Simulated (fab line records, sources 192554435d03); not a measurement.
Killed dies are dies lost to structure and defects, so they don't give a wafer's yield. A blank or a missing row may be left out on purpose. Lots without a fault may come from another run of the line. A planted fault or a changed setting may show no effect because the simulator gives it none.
fab line records | flow n5_finfet
record lots=11 wafers=29 last_day=18
route steps=1938 shown BEOL_M1@815 BEOL_M4@1111 PASSIVATION@1936
lots that met no fault: from a run of the same line without faults
start_h: hours from the record's first day to the start of the lot's first wafer shown | wait_h: hours since the lot's step before | " the same as in the row above | L1.1+2: a row that stands for several wafers | - no value, or no start given | * or withheld: withheld | < > ~ a bound
route shown NAME@n: a module of which the file shows steps, and the number in the route of the first | usual: mean/standard deviation of fault-free wafers | same: alike in all rows | chamber/n: place in a boat | sites: the reading at each site | _std_site: their standard deviation | _edge_site: outer sites' mean less inner sites' | radius_mm: how far each site lies from the wafer's centre | mask NAME#n: copy n | behind: the tool/chamber that last shaped the wafer | hold: why the lot was held/for how many hours/how that ended | device: the transistor (n, p or np) that didn't switch | end of line: the same wafers' tests at the end of the route | a step without rows: its recipe alone | killed: dies lost to structure and defects at the first sort, not the wafer's yield | map: a wafer's dies, x killed, . not, _ none there
set.NAME: the setting as run; set.NAME@STEP: as run at that earlier step | model.NAME: the simulator's own value behind a step, which no gauge read
steps of the route over a sample of lots; a table a step, a row a wafer
services: from which hour (start_h, from the record's first day; less than 0 if before it) a tool's chamber was out of use, for how many hours, and why
## steps
# step N5_BEOL_M1_ANNEAL_49
# recipe temp_c=400 time_s=240 ambient=vacuum
# usual heater_power_w=846/100 susceptor_temp_C=400.01/0.23
# columns lot.wafer tool chamber start_h wait_h heater_power_w susceptor_temp_C
L482.3 pvd_sputter-01 - 138.39 0.0 808 399.90
L482.4 " - " " 776 400.62
L482.6 " - " " 825 399.92
L481.1 pvd_sputter-03 - 143.22 0.0 686 400.14
L481.2 " - " " 893 399.88
L483.1 pvd_sputter-02 - 143.38 0.0 850 399.79
L483.4 " - " " 910 400.28
L483.5 " - " " 766 400.15
L485.4 pvd_sputter-01 - 155.68 0.0 1062 400.14
L485.5 " - " " 835 399.76
L492.1 pvd_sputter-01 - 215.89 0.0 778 399.82
L492.4 " - " " 945 399.38
L492.5 " - " " 788 400.01
L494.5 pvd_sputter-02 - 217.06 0.1 880 399.96
L494.6 " - " " 736 400.36
L493.3 pvd_sputter-03 - 218.46 0.0 689 400.09
L493.5 " - " " 866 399.56
L493.6 " - " " 698 399.92
L495.1 pvd_sputter-02 - 220.93 0.0 799 400.05
L495.4 " - " " 774 399.98
L495.5 " - " " 799 400.00
L497.2 pvd_sputter-03 - 236.82 0.0 706 400.16
L497.4 " - " " 869 400.11
L498.1 pvd_sputter-03 - 245.01 0.0 854 399.67
L498.4 " - " " 706 399.99
L498.5 " - " " 846 400.14
L503.2 pvd_sputter-02 - 271.70 0.0 806 399.84
L503.4 " - " " 898 399.91
L503.6 " - " " 804 399.43
# step N5_BEOL_M1_SPUTTER_90
# recipe material=Cu target_thk_a=45 temp_c=-20 chamber_pressure_pa=0.07 power_w=withheld time_s=8.29
# usual chamber_pressure_pa=0.07/0.00013 susceptor_temp_C=-20.00/0.11 throttle_valve_pct=29.9/0.96
# columns lot.wafer tool chamber start_h wait_h chamber_pressure_pa susceptor_temp_C throttle_valve_pct
L482.3 pvd_sputter-01 - 139.41 0.1 0.06984 -20.03 28.8
L482.4 " - " " 0.07015 -19.78 31.7
L482.6 " - " " 0.06999 -20.04 28.6
L481.1 pvd_sputter-03 - 144.24 0.1 0.06996 -19.98 29.6
L481.2 " - " " 0.07002 -20.06 31.3
L483.1 pvd_sputter-02 - 144.40 0.1 0.06985 -19.82 29.4
L483.4 " - " " 0.06996 -19.95 28.5
L483.5 " - " " 0.0699 -19.92 30.5
L485.4 pvd_sputter-01 - 156.70 0.1 0.07003 -20.05 29.0
L485.5 " - " " 0.07026 -19.94 28.7
L492.1 pvd_sputter-01 - 216.91 0.1 0.0701 -20.03 31.6
L492.4 " - " " 0.08819 -20.07 26.7
L492.5 " - " " 0.0699 -19.96 31.8
L494.5 pvd_sputter-02 - 218.05 0.0 0.07009 -20.09 29.3
L494.6 " - " " 0.06967 -20.11 29.9
L493.3 pvd_sputter-03 - 219.61 0.1 0.06988 -19.87 29.6
L493.5 " - " " 0.06994 -20.11 31.5
L493.6 " - " " 0.0699 -20.04 30.2
L495.1 pvd_sputter-02 - 221.95 0.1 0.06992 -19.94 30.5
L495.4 " - " " 0.07007 -20.05 30.0
L495.5 " - " " 0.06995 -20.01 30.4
L497.2 pvd_sputter-03 - 237.84 0.1 0.07012 -20.10 30.1
L497.4 " - " " 0.07005 -19.95 31.1
L498.1 pvd_sputter-03 - 246.03 0.1 0.0701 -19.90 30.2
L498.4 " - " " 0.0699 -19.85 29.8
L498.5 " - " " 0.07002 -19.93 30.1
L503.2 pvd_sputter-02 - 272.72 0.1 0.06978 -19.99 30.3
L503.4 " - " " 0.07004 -19.86 28.7
L503.6 " - " " 0.06991 -20.01 30.3
# step N5_BEOL_M1_ANNEAL_91
# recipe temp_c=400 time_s=240 ambient=vacuum
# usual heater_power_w=848/100 susceptor_temp_C=400.01/0.21
# columns lot.wafer tool chamber start_h wait_h heater_power_w susceptor_temp_C
L482.3 pvd_sputter-01 - 139.49 0.0 828 399.84
L482.4 " - " " 777 400.04
L482.6 " - " " 815 400.27
L481.1 pvd_sputter-03 - 144.32 0.0 692 399.96
L481.2 " - " " 900 400.29
L483.1 pvd_sputter-02 - 144.48 0.0 897 400.22
L483.4 " - " " 902 400.03
L483.5 " - " " 771 400.04
L485.4 pvd_sputter-01 - 156.78 0.0 1058 399.87
L485.5 " - " " 800 399.98
L492.1 pvd_sputter-01 - 216.99 0.0 773 400.18
L492.4 " - " " 951 400.30
L492.5 " - " " 778 400.14
L494.5 pvd_sputter-02 - 218.16 0.1 855 399.85
L494.6 " - " " 767 399.76
L493.3 pvd_sputter-03 - 219.70 0.0 702 399.84
L493.5 " - " " 876 399.99
L493.6 " - " " 703 400.17
L495.1 pvd_sputter-02 - 222.03 0.0 784 399.96
L495.4 " - " " 739 400.00
L495.5 " - " " 772 400.14
L497.2 pvd_sputter-03 - 237.92 0.0 718 399.62
L497.4 " - " " 861 399.91
L498.1 pvd_sputter-03 - 246.11 0.0 862 400.26
L498.4 " - " " 699 399.88
L498.5 " - " " 843 400.17
L503.2 pvd_sputter-02 - 272.80 0.0 786 400.05
L503.4 " - " " 916 399.80
L503.6 " - " " 805 400.22
# step N5_BEOL_M1_ANNEAL_95
# recipe temp_c=400 time_s=240 ambient=vacuum
# usual heater_power_w=847/100 susceptor_temp_C=400.02/0.23
# columns lot.wafer tool chamber start_h wait_h heater_power_w susceptor_temp_C
L482.3 pvd_sputter-01 - 139.93 0.0 792 400.09
L482.4 " - " " 790 399.99
L482.6 " - " " 808 399.99
L481.1 pvd_sputter-03 - 144.76 0.0 695 400.08
L481.2 " - " " 882 399.71
L483.1 pvd_sputter-02 - 144.92 0.0 886 400.34
L483.4 " - " " 922 400.09
L483.5 " - " " 753 400.23
L485.4 pvd_sputter-01 - 157.22 0.0 1071 400.00
L485.5 " - " " 818 399.98
L492.1 pvd_sputter-01 - 217.43 0.0 756 400.03
L492.4 " - " " 976 400.02
L492.5 " - " " 757 399.97
L494.5 pvd_sputter-02 - 218.60 0.1 867 400.18
L494.6 " - " " 752 400.22
L493.3 pvd_sputter-03 - 220.20 0.0 691 399.81
L493.5 " - " " 874 400.20
L493.6 " - " " 691 400.01
L495.1 pvd_sputter-02 - 222.47 0.0 801 400.12
L495.4 " - " " 778 399.67
L495.5 " - " " 808 400.00
L497.2 pvd_sputter-03 - 238.36 0.0 688 400.14
L497.4 " - " " 867 399.74
L498.1 pvd_sputter-03 - 246.55 0.0 867 400.01
L498.4 " - " " 718 400.01
L498.5 " - " " 837 399.71
L503.2 pvd_sputter-02 - 273.24 0.0 813 399.59
L503.4 " - " " 917 399.97
L503.6 " - " " 801 399.69
# step N5_BEOL_M4_RC_MEAS_101
# usual DIBL_N=35.1/1.5 DIBL_P=35.2/2 IOFF_N=0.146/0.028 IOFF_P=0.20/0.036 ION_N=670/12 ION_P=462/8.2 SS_N=71.2/0.63 SS_P=73.1/0.7 VT_N=250/3.6 VT_P=-251/3.3
# columns lot.wafer tool chamber start_h wait_h DIBL_N[mV/V] DIBL_P[mV/V] IOFF_N[nA/um] IOFF_P[nA/um] ION_N[uA/um] ION_P[uA/um] SS_N[mV/dec] SS_P[mV/dec] VT_N[mV] VT_P[mV]
L482.3 prober-01 0 171.05 0.3 36.7 36.8 0.158 0.21 646 448 72.1 72.9 253 -252
L482.4 " 0 " " 34.2 34.3 0.117 0.17 669 460 70.9 72.4 255 -253
L482.6 " 0 " " 35.7 35.8 0.134 0.19 655 453 71.5 72.8 255 -253
L481.1 prober-02 0 190.33 0.0 32.4 32.2 0.104 0.16 659 454 70.0 72.6 254 -251
L481.2 " 0 " " 36.0 37.7 0.163 0.24 668 465 71.6 73.4 248 -250
L483.1 prober-02 0 191.51 0.0 37.9 38.4 0.224 0.29 698 474 71.8 73.8 242 -245
L483.4 " 0 " " 36.7 36.5 0.184 0.26 659 458 71.6 74.0 247 -246
L483.5 " 0 " " 37.4 37.5 0.204 0.29 689 469 72.0 73.9 246 -245
L485.4 prober-02 0 194.58 0.5 37.0 38.1 0.178 0.21 667 455 71.7 74.1 250 -252
L485.5 " 0 " " 36.6 38.4 0.183 0.22 674 467 71.6 74.4 246 -251
L492.1 prober-01 0 263.21 0.5 37.6 37.8 0.180 0.23 672 458 71.6 73.6 250 -250
L492.4 " 0 " " 35.0 33.7 0.141 0.17 659 449 71.5 72.5 249 -257
L492.5 " 0 " " 34.9 35.0 0.143 0.18 673 454 70.8 73.1 254 -251
L495.1 prober-02 0 263.64 0.7 33.3 33.7 0.127 0.19 666 462 70.3 72.5 251 -249
L495.4 " 0 " " 32.8 34.1 0.126 0.19 664 464 70.7 72.5 251 -251
L495.5 " 0 " " 35.4 36.4 0.161 0.24 675 469 71.8 73.6 247 -247
L493.3 prober-01 0 266.73 0.3 34.1 33.7 0.121 0.22 665 469 71.1 72.8 249 -246
L493.5 " 0 " " 35.3 34.8 0.141 0.23 673 471 72.1 73.8 249 -246
L493.6 " 0 " " 36.3 36.0 0.159 0.24 676 470 71.7 73.4 249 -247
L494.5 prober-02 0 268.38 0.6 34.0 34.2 0.123 0.16 674 457 70.9 72.8 253 -256
L494.6 " 0 " " 33.5 33.2 0.112 0.15 660 455 70.4 72.2 252 -255
L497.2 prober-02 0 272.36 0.2 36.0 35.4 0.151 0.20 675 464 71.0 73.1 251 -251
L497.4 " 0 " " 32.7 31.6 0.103 0.15 652 454 70.4 72.0 256 -256
L498.1 prober-02 0 291.47 0.0 33.3 32.2 0.128 0.20 673 473 70.5 72.3 248 -247
L498.4 " 0 " " 35.9 36.0 0.176 0.25 685 478 70.3 73.8 243 -244
L498.5 " 0 " " 33.4 32.5 0.126 0.20 666 467 70.4 72.7 249 -251
L503.2 prober-01 0 327.86 0.2 34.9 36.4 0.155 0.21 684 468 71.1 73.1 248 -249
L503.4 " 0 " " 36.2 37.9 0.173 0.23 678 465 71.8 74.0 246 -250
L503.6 " 0 " " 35.0 36.3 0.146 0.20 675 472 71.4 73.0 248 -250
# step N5_PASSIVATION_PROBE_49
# usual defect_limited_yield=91.4/1.4 killed_at_M0_to_M3=32/10 killed_at_M4_up=13/5.6 killed_at_contacts=13/6.6 killed_at_front_end=39/13 killed_at_other=3.4/2.8 killed_dies=101/17 killed_on_rim=14/4.5 killed_open=66/13 killed_short=33/7 sort_bin_5_function=5.0/0.93 sort_bin_6_memory=3.2/0.65 sort_n_pass=1078/17 sort_yield_pct=91.4/1.4
# same gross_dies=1180 killed_at_back_side=0 sort_bin_4_leakage[%]=0 sort_bin_8_speed[%]=0
# columns lot.wafer tool chamber start_h wait_h defect_limited_yield[%] killed_at_M0_to_M3 killed_at_M4_up killed_at_contacts killed_at_front_end killed_at_other killed_dies killed_on_rim killed_open killed_short sort_bin_5_function[%] sort_bin_6_memory[%] sort_n_pass sort_yield_pct[%]
L482.3 prober-01 - 276.83 0.1 90.3 34 7 35 33 5 114 12 71 43 5.7 3.7 1066 90.3
L482.4 prober-01 - 276.88 0.2 91.3 38 15 14 32 4 103 16 62 39 5.6 2.8 1077 91.3
L482.6 prober-01 - 276.98 0.3 90.5 47 14 17 32 2 112 24 69 40 5.8 3.3 1068 90.5
L483.1 prober-02 - 292.74 0.0 90.3 39 10 7 51 8 115 15 70 39 5.7 3.2 1065 90.3
L483.4 prober-02 - 292.89 0.2 90.8 45 9 16 22 16 108 16 70 38 5.5 3.0 1072 90.8
L483.5 prober-02 - 292.94 0.2 89.4 44 12 19 46 4 125 15 71 47 6.0 3.4 1055 89.4
L481.1 prober-01 - 293.31 0.0 93.6 26 11 5 32 1 75 6 53 22 3.8 2.3 1105 93.6
L481.2 prober-01 - 293.36 0.1 90.2 32 10 15 55 4 116 18 73 43 6.3 3.1 1064 90.2
L485.4 prober-01 - 305.95 0.2 91.1 19 13 24 38 11 105 13 66 38 5.3 3.4 1075 91.1
L485.5 prober-01 - 306.00 0.2 91.7 18 14 15 49 2 98 18 61 28 5.3 2.3 1082 91.7
L493.3 prober-02 - 360.60 0.1 92.0 20 26 8 37 3 94 13 45 45 4.4 3.1 1086 92.0
L493.5 prober-02 - 360.70 0.2 91.7 26 12 12 47 1 98 8 67 29 4.9 2.7 1082 91.7
L493.6 prober-02 - 360.75 0.3 90.7 48 11 13 36 2 110 15 73 37 5.6 3.5 1070 90.7
L494.5 prober-01 - 365.25 0.2 91.8 48 11 9 26 3 97 15 55 41 4.9 3.1 1083 91.8
L494.6 prober-01 - 365.30 0.3 91.9 33 16 7 32 8 96 20 57 31 4.2 3.3 1084 91.9
L492.1 prober-02 - 374.11 0.0 90.3 46 10 14 42 2 114 19 67 38 4.7 4.2 1066 90.3
L492.4 prober-02 - 374.26 0.2 91.8 32 14 3 40 8 97 18 60 37 4.1 3.9 1083 91.8
L492.5 prober-02 - 374.31 0.2 90.6 43 15 5 41 7 111 12 71 38 6.1 3.1 1069 90.6
L495.1 prober-01 - 374.53 0.0 93.3 18 10 13 38 0 79 8 45 28 3.5 2.6 1101 93.3
L495.4 prober-01 - 374.68 0.2 92.9 25 15 11 30 3 84 14 54 28 3.6 3.3 1096 92.9
L495.5 prober-01 - 374.73 0.2 91.7 27 14 17 38 2 98 6 63 26 4.2 3.2 1082 91.7
L497.2 prober-02 - 383.14 0.1 90.0 50 19 21 24 4 118 14 74 42 5.6 3.9 1062 90.0
L497.4 prober-02 - 383.24 0.2 91.6 43 12 11 28 5 99 14 56 38 5.1 2.5 1081 91.6
L498.1 prober-01 - 395.73 0.0 91.4 40 4 15 39 4 102 18 69 33 5.5 2.9 1078 91.4
L498.4 prober-01 - 395.88 0.2 91.3 36 13 12 38 4 103 15 65 32 4.6 3.3 1077 91.3
L498.5 prober-01 - 395.93 0.2 89.4 40 17 15 47 6 125 16 76 40 5.8 3.6 1055 89.4
L503.2 prober-01 - 432.40 0.1 92.4 30 17 18 22 3 90 10 56 33 4.3 3.1 1090 92.4
L503.4 prober-01 - 432.50 0.2 92.4 18 20 19 28 5 90 14 55 28 4.7 2.3 1090 92.4
L503.6 prober-01 - 432.60 0.3 91.9 25 11 15 31 13 95 12 69 25 4.7 3.1 1085 91.9
# killed by level:class
L482.3 MOL_CONTACT_COAG:geometric_particle:open=25 MOL_CONTACT_COAG:geometric_particle:short=10 BEOL_M1:geometric_particle:open=10 STI_FIN_REVEAL:geometric_particle:open=7 BEOL_M0_SAQP:geometric_particle:open=5 BEOL_M1:geometric_particle:short=5 FIN_SAQP:geometric_particle:open=4 DUMMY_GATE:geometric_particle:open=4
L482.4 BEOL_M0_SAQP:geometric_particle:open=9 MOL_CONTACT_COAG:geometric_particle:open=9 FIN_SAQP:geometric_particle:open=8 BEOL_M0_SAQP:geometric_particle:short=8 BEOL_M1:geometric_particle:short=7 BEOL_M1:geometric_particle:open=7 BEOL_M4:geometric_particle:open=7 FIN_SAQP:geometric_particle:short=6
L482.6 MOL_CONTACT_COAG:geometric_particle:open=15 BEOL_M0_SAQP:geometric_particle:open=12 BEOL_M0_SAQP:geometric_particle:short=11 BEOL_M1:geometric_particle:short=8 BEOL_M1:geometric_particle:open=7 FIN_SAQP:geometric_particle:open=5 FIN_SAQP:geometric_particle:short=5 STI_FIN_REVEAL:geometric_particle:open=4
L483.1 STI_FIN_REVEAL:geometric_particle:open=11 BEOL_M0_SAQP:geometric_particle:short=11 FIN_SAQP:geometric_particle:short=10 BEOL_M0_SAQP:geometric_particle:open=9 FIN_SAQP:geometric_particle:open=7 MOL_CONTACT_COAG:geometric_particle:open=6 BEOL_M2:geometric_particle:open=6 HKMG_FIN:area_etch=6
L483.4 BEOL_M2:geometric_particle:open=18 STI_FIN_REVEAL:geometric_particle:open=10 MOL_CONTACT_COAG:geometric_particle:open=10 BEOL_M3:geometric_particle:open=9 BEOL_M0_SAQP:geometric_particle:short=7 MOL_CONTACT_COAG:geometric_particle:short=6 BEOL_M0_SAQP:geometric_particle:open=6 FIN_SAQP:geometric_particle:short=4
L483.5 MOL_CONTACT_COAG:geometric_particle:open=15 BEOL_M2:geometric_particle:open=10 BEOL_M0_SAQP:geometric_particle:short=8 FIN_SAQP:geometric_particle:open=7 BEOL_M3:geometric_particle:short=7 HKMG_FIN:area_etch=7 BEOL_M4:geometric_particle:open=6 STI_FIN_REVEAL:geometric_particle:open=5
L481.1 STI_FIN_REVEAL:geometric_particle:open=13 BEOL_M3:geometric_particle:open=11 FIN_SAQP:geometric_particle:short=5 BEOL_M1:geometric_particle:open=5 BEOL_M4:geometric_particle:open=5 FIN_SAQP:geometric_particle:open=4 MOL_CONTACT_COAG:geometric_particle:open=4 BEOL_M0:geometric_particle:short=3
L481.2 FIN_SAQP:geometric_particle:open=16 MOL_CONTACT_COAG:geometric_particle:open=13 FIN_SAQP:geometric_particle:short=9 GATE_CUT:geometric_particle:short=8 BEOL_M3:geometric_particle:open=8 BEOL_M0_SAQP:geometric_particle:short=7 BEOL_M0_SAQP:geometric_particle:open=7 STI_FIN_REVEAL:geometric_particle:open=4
L485.4 MOL_CONTACT_COAG:geometric_particle:open=20 FIN_SAQP:geometric_particle:short=12 FIN_SAQP:geometric_particle:open=8 BEOL_M5:geometric_particle:open=7 DUMMY_GATE:geometric_particle:open=6 BEOL_M0_SAQP:geometric_particle:short=6 MOL_CONTACT_COAG:geometric_particle:short=4 BEOL_M2:geometric_particle:open=4
L485.5 MOL_CONTACT_COAG:geometric_particle:open=11 FIN_SAQP:geometric_particle:open=9 GATE_CUT:geometric_particle:short=9 BEOL_M2:geometric_particle:open=7 DUMMY_GATE:geometric_particle:open=6 GATE_CUT:geometric_particle:open=6 HKMG_FIN:area_etch=6 BEOL_M5:geometric_particle:open=4
L493.3 BEOL_M4:geometric_particle:short=9 FIN_SAQP:geometric_particle:short=8 BEOL_M0_SAQP:geometric_particle:short=8 STI_FIN_REVEAL:geometric_particle:open=6 MOL_CONTACT_COAG:geometric_particle:open=6 FIN_SAQP:geometric_particle:open=5 BEOL_M4:geometric_particle:open=5 GATE_CUT:geometric_particle:open=4
L493.5 MOL_CONTACT_COAG:geometric_particle:open=10 FIN_SAQP:geometric_particle:open=9 STI_FIN_REVEAL:geometric_particle:open=8 BEOL_M2:geometric_particle:open=7 BEOL_M4:geometric_particle:open=6 BEOL_M3:geometric_particle:open=6 DUMMY_GATE:geometric_particle:open=5 ILD0:geometric_particle:open=5
L493.6 BEOL_M0_SAQP:geometric_particle:open=10 MOL_CONTACT_COAG:geometric_particle:open=10 BEOL_M2:geometric_particle:open=10 BEOL_M3:geometric_particle:open=10 FIN_SAQP:geometric_particle:open=9 BEOL_M0_SAQP:geometric_particle:short=6 BEOL_M0:geometric_particle:short=5 GATE_CUT:geometric_particle:short=5
L494.5 BEOL_M0_SAQP:geometric_particle:short=20 BEOL_M0_SAQP:geometric_particle:open=13 MOL_CONTACT_COAG:geometric_particle:open=7 BEOL_M2:geometric_particle:open=7 FIN_SAQP:geometric_particle:open=6 FIN_SAQP:geometric_particle:short=5 BEOL_M4:geometric_particle:open=4 STARTING-WAFER:geometric_particle:open=3
L494.6 BEOL_M0_SAQP:geometric_particle:open=11 BEOL_M0_SAQP:geometric_particle:short=10 BEOL_M2:geometric_particle:open=8 FIN_SAQP:geometric_particle:short=7 HKMG_FIN:area_etch=6 MOL_CONTACT_COAG:geometric_particle:open=5 BEOL_M4:geometric_particle:open=5 BEOL_M5:geometric_particle:open=4
L492.1 BEOL_M0_SAQP:geometric_particle:short=16 MOL_CONTACT_COAG:geometric_particle:open=13 BEOL_M0_SAQP:geometric_particle:open=10 BEOL_M2:geometric_particle:open=10 FIN_SAQP:geometric_particle:short=9 BEOL_M4:geometric_particle:open=7 HKMG_FIN:area_etch=7 FIN_SAQP:geometric_particle:open=6
L492.4 BEOL_M0_SAQP:geometric_particle:short=13 BEOL_M0_SAQP:geometric_particle:open=12 FIN_SAQP:geometric_particle:short=9 BEOL_M4:geometric_particle:open=9 FIN_SAQP:geometric_particle:open=7 STI_FIN_REVEAL:geometric_particle:open=7 DUMMY_GATE:geometric_particle:open=4 PASS1_CAP:geometric_particle:open=4
L492.5 FIN_SAQP:geometric_particle:short=13 FIN_SAQP:geometric_particle:open=13 BEOL_M0_SAQP:geometric_particle:open=11 BEOL_M3:geometric_particle:open=9 BEOL_M4:geometric_particle:open=8 BEOL_M0_SAQP:geometric_particle:short=7 BEOL_M2:geometric_particle:open=7 BEOL_M1:geometric_particle:open=5
L495.1 FIN_SAQP:geometric_particle:short=10 MOL_CONTACT_COAG:geometric_particle:open=8 FIN_SAQP:geometric_particle:open=7 DUMMY_GATE:geometric_particle:open=5 MOL_CONTACT_COAG:geometric_particle:short=5 HKMG_FIN:area_etch=5 BEOL_M3:geometric_particle:open=4 BEOL_M0_SAQP:geometric_particle:short=4
L495.4 MOL_CONTACT_COAG:geometric_particle:open=7 BEOL_M0_SAQP:geometric_particle:short=7 STI_FIN_REVEAL:geometric_particle:open=6 DUMMY_GATE:geometric_particle:open=5 BEOL_M3:geometric_particle:open=5 BEOL_M2:geometric_particle:open=5 BEOL_M4:geometric_particle:open=5 FIN_SAQP:geometric_particle:open=4
L495.5 MOL_CONTACT_COAG:geometric_particle:open=12 BEOL_M2:geometric_particle:open=7 BEOL_M0_SAQP:geometric_particle:open=7 HKMG_FIN:area_etch=7 DUMMY_GATE:geometric_particle:open=6 BEOL_M0_SAQP:geometric_particle:short=6 FIN_SAQP:geometric_particle:open=5 MOL_CONTACT_COAG:geometric_particle:short=5
L497.2 MOL_CONTACT_COAG:geometric_particle:open=15 BEOL_M0_SAQP:geometric_particle:short=12 FIN_SAQP:geometric_particle:open=10 BEOL_M2:geometric_particle:open=10 BEOL_M1:geometric_particle:open=10 MOL_CONTACT_COAG:geometric_particle:short=6 BEOL_M0_SAQP:geometric_particle:open=6 GATE_CUT:geometric_particle:short=4
L497.4 BEOL_M0_SAQP:geometric_particle:open=9 BEOL_M0_SAQP:geometric_particle:short=8 BEOL_M3:geometric_particle:open=7 FIN_SAQP:geometric_particle:open=6 MOL_CONTACT_COAG:geometric_particle:open=6 BEOL_M1:geometric_particle:open=6 MOL_CONTACT_COAG:geometric_particle:short=5 BEOL_M1:geometric_particle:short=5
L498.1 MOL_CONTACT_COAG:geometric_particle:open=12 BEOL_M0_SAQP:geometric_particle:short=11 STI_FIN_REVEAL:geometric_particle:open=10 FIN_SAQP:geometric_particle:open=9 BEOL_M0_SAQP:geometric_particle:open=9 BEOL_M3:geometric_particle:open=8 DUMMY_GATE:geometric_particle:open=6 BEOL_M3:geometric_particle:short=6
L498.4 BEOL_M3:geometric_particle:open=11 BEOL_M0_SAQP:geometric_particle:open=10 STI_FIN_REVEAL:geometric_particle:open=9 MOL_CONTACT_COAG:geometric_particle:open=8 DUMMY_GATE:geometric_particle:open=6 HKMG_FIN:area_etch=6 BEOL_M0_SAQP:geometric_particle:short=5 BEOL_M4:geometric_particle:short=5
L498.5 BEOL_M0_SAQP:geometric_particle:short=11 MOL_CONTACT_COAG:geometric_particle:open=9 BEOL_M0_SAQP:geometric_particle:open=8 HKMG_FIN:area_etch=8 FIN_SAQP:geometric_particle:open=7 DUMMY_GATE:geometric_particle:open=7 MOL_CONTACT_COAG:geometric_particle:short=6 BEOL_M1:geometric_particle:open=6
L503.2 MOL_CONTACT_COAG:geometric_particle:open=10 MOL_CONTACT_COAG:geometric_particle:short=8 BEOL_M0_SAQP:geometric_particle:open=8 BEOL_M4:geometric_particle:open=7 FIN_SAQP:geometric_particle:short=6 GATE_CUT:geometric_particle:short=5 BEOL_M3:geometric_particle:open=5 BEOL_M1:geometric_particle:open=4
L503.4 MOL_CONTACT_COAG:geometric_particle:open=14 BEOL_M4:geometric_particle:open=7 HKMG_FIN:area_etch=6 MOL_CONTACT_COAG:geometric_particle:short=5 BEOL_M0_SAQP:geometric_particle:short=5 BEOL_M2:geometric_particle:open=5 FIN_SAQP:geometric_particle:short=4 FIN_SAQP:geometric_particle:open=4
L503.6 MIM_TOP:geometric_particle:open=8 MOL_CONTACT_COAG:geometric_particle:open=8 MOL_CONTACT_COAG:geometric_particle:short=7 FIN_SAQP:geometric_particle:open=6 DUMMY_GATE:geometric_particle:open=6 BEOL_M2:geometric_particle:open=6 STI_FIN_REVEAL:geometric_particle:open=5 BEOL_M0_SAQP:geometric_particle:open=4
## services
# columns tool chamber start_h hours kind
pvd_sputter-02 - 150.44 9.3 repair
## key
first_sign step=N5_BEOL_M1_SPUTTER_90 reading=chamber_pressure_pa direction=up sigmas=99+ usual=0.07 struck=0.08819
effect step=N5_BEOL_M1_SPUTTER_90 reading=throttle_valve_pct direction=down sigmas=3.4 usual=* struck=*
met_at N5_BEOL_M1_SPUTTER_90
struck_lots L492
struck_wafers L492.4
not_acting_at N5_BEOL_M1_ANNEAL_49,N5_BEOL_M1_ANNEAL_91,N5_BEOL_M1_ANNEAL_95
fault kind=process_parameter_drift tool=pvd_sputter-01 chamber=- onset_h=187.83 steps=N5_BEOL_M1_SPUTTER_90 channel=chamber_pressure_pa offset=0.018596 shape=step end_h=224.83 acts_in=these_recipes_only stated=0.07 scope=struck_wafers_only
